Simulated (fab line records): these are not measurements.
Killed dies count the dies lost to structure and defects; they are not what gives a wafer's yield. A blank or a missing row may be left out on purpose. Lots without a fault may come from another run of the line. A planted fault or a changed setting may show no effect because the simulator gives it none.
Chamber matching / flow nand_harc / 3 sister chambers for NHARC_A_CONTACT_DEP_58 on pecvd-04
The step deposits SiON, target thk 90 nm. 20 wafers are shown with their chamber, then 10 later ones without.

## WAFERS, EACH WITH ITS CHAMBER
wafer=L074.2; chamber=1; heater_power_w (W)=723; heater_power_outer_w (W)=396
wafer=L074.3; chamber=0; heater_power_w (W)=832; heater_power_outer_w (W)=530
wafer=L074.6; chamber=1; heater_power_w (W)=726; heater_power_outer_w (W)=387
wafer=L075.1; chamber=0; heater_power_w (W)=800; heater_power_outer_w (W)=505
wafer=L075.4; chamber=1; heater_power_w (W)=711; heater_power_outer_w (W)=381
wafer=L075.6; chamber=0; heater_power_w (W)=778; heater_power_outer_w (W)=508
wafer=L079.2; chamber=2; heater_power_w (W)=597; heater_power_outer_w (W)=336
wafer=L079.3; chamber=0; heater_power_w (W)=805; heater_power_outer_w (W)=513
wafer=L079.6; chamber=2; heater_power_w (W)=607; heater_power_outer_w (W)=333
wafer=L084.1; chamber=1; heater_power_w (W)=732; heater_power_outer_w (W)=387
wafer=L084.2; chamber=2; heater_power_w (W)=551; heater_power_outer_w (W)=274
wafer=L084.6; chamber=1; heater_power_w (W)=710; heater_power_outer_w (W)=381
wafer=L085.1; chamber=2; heater_power_w (W)=573; heater_power_outer_w (W)=316
wafer=L085.2; chamber=1; heater_power_w (W)=715; heater_power_outer_w (W)=360
wafer=L085.3; chamber=0; heater_power_w (W)=758; heater_power_outer_w (W)=469
wafer=L090.1; chamber=0; heater_power_w (W)=731; heater_power_outer_w (W)=451
wafer=L090.2; chamber=2; heater_power_w (W)=561; heater_power_outer_w (W)=297
wafer=L090.5; chamber=2; heater_power_w (W)=558; heater_power_outer_w (W)=300
wafer=L089.1; chamber=0; heater_power_w (W)=782; heater_power_outer_w (W)=510
wafer=L089.2; chamber=2; heater_power_w (W)=571; heater_power_outer_w (W)=293

SIGNATURES (averages over the wafers above)
reading=heater_power_w; chamber 0=783.71; chamber 1=719.50; chamber 2=574.00; scatter within a chamber=23.6
reading=heater_power_outer_w; chamber 0=498.00; chamber 1=382.00; chamber 2=307.00; scatter within a chamber=22.2
Rule: for each reading, subtract the chamber's mean from the wafer's reading, divide by that reading's scatter and square the result; add these up over the readings and take the root, which gives the wafer's distance from the chamber. The wafer belongs to the nearest chamber; if the next one is less than 2 further off, it can't be placed. The scatter: the root of (the sum of the squares of (reading less its chamber's mean) over the shown wafers, divided by (wafers less chambers)).

## WAFERS WITHOUT THEIR CHAMBER
wafer=L089.4; heater_power_w (W)=570; heater_power_outer_w (W)=302
wafer=L092.1; heater_power_w (W)=719; heater_power_outer_w (W)=454
wafer=L092.3; heater_power_w (W)=735; heater_power_outer_w (W)=395
wafer=L092.4; heater_power_w (W)=501; heater_power_outer_w (W)=252
wafer=L093.1; heater_power_w (W)=762; heater_power_outer_w (W)=439
wafer=L093.3; heater_power_w (W)=532; heater_power_outer_w (W)=280
wafer=L093.4; heater_power_w (W)=779; heater_power_outer_w (W)=413
wafer=L096.2; heater_power_w (W)=551; heater_power_outer_w (W)=287
wafer=L096.3; heater_power_w (W)=761; heater_power_outer_w (W)=412
wafer=L096.6; heater_power_w (W)=543; heater_power_outer_w (W)=288

## WHICH CHAMBER EACH ONE RAN IN
wafer=L089.4; from the rows above=2; in truth=2
wafer=L092.1; from the rows above=can't be placed: 1 or 0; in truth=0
wafer=L092.3; from the rows above=1; in truth=1
wafer=L092.4; from the rows above=2; in truth=2
wafer=L093.1; from the rows above=can't be placed: 0 or 1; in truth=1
wafer=L093.3; from the rows above=2; in truth=2
wafer=L093.4; from the rows above=can't be placed: 1 or 0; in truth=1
wafer=L096.2; from the rows above=2; in truth=2
wafer=L096.3; from the rows above=can't be placed: 1 or 0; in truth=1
wafer=L096.6; from the rows above=2; in truth=2
Correct placement for 6 of the 10. These rows do not allow placing 4 (true chamber among the candidates in 4). Wrongly placed: 0.
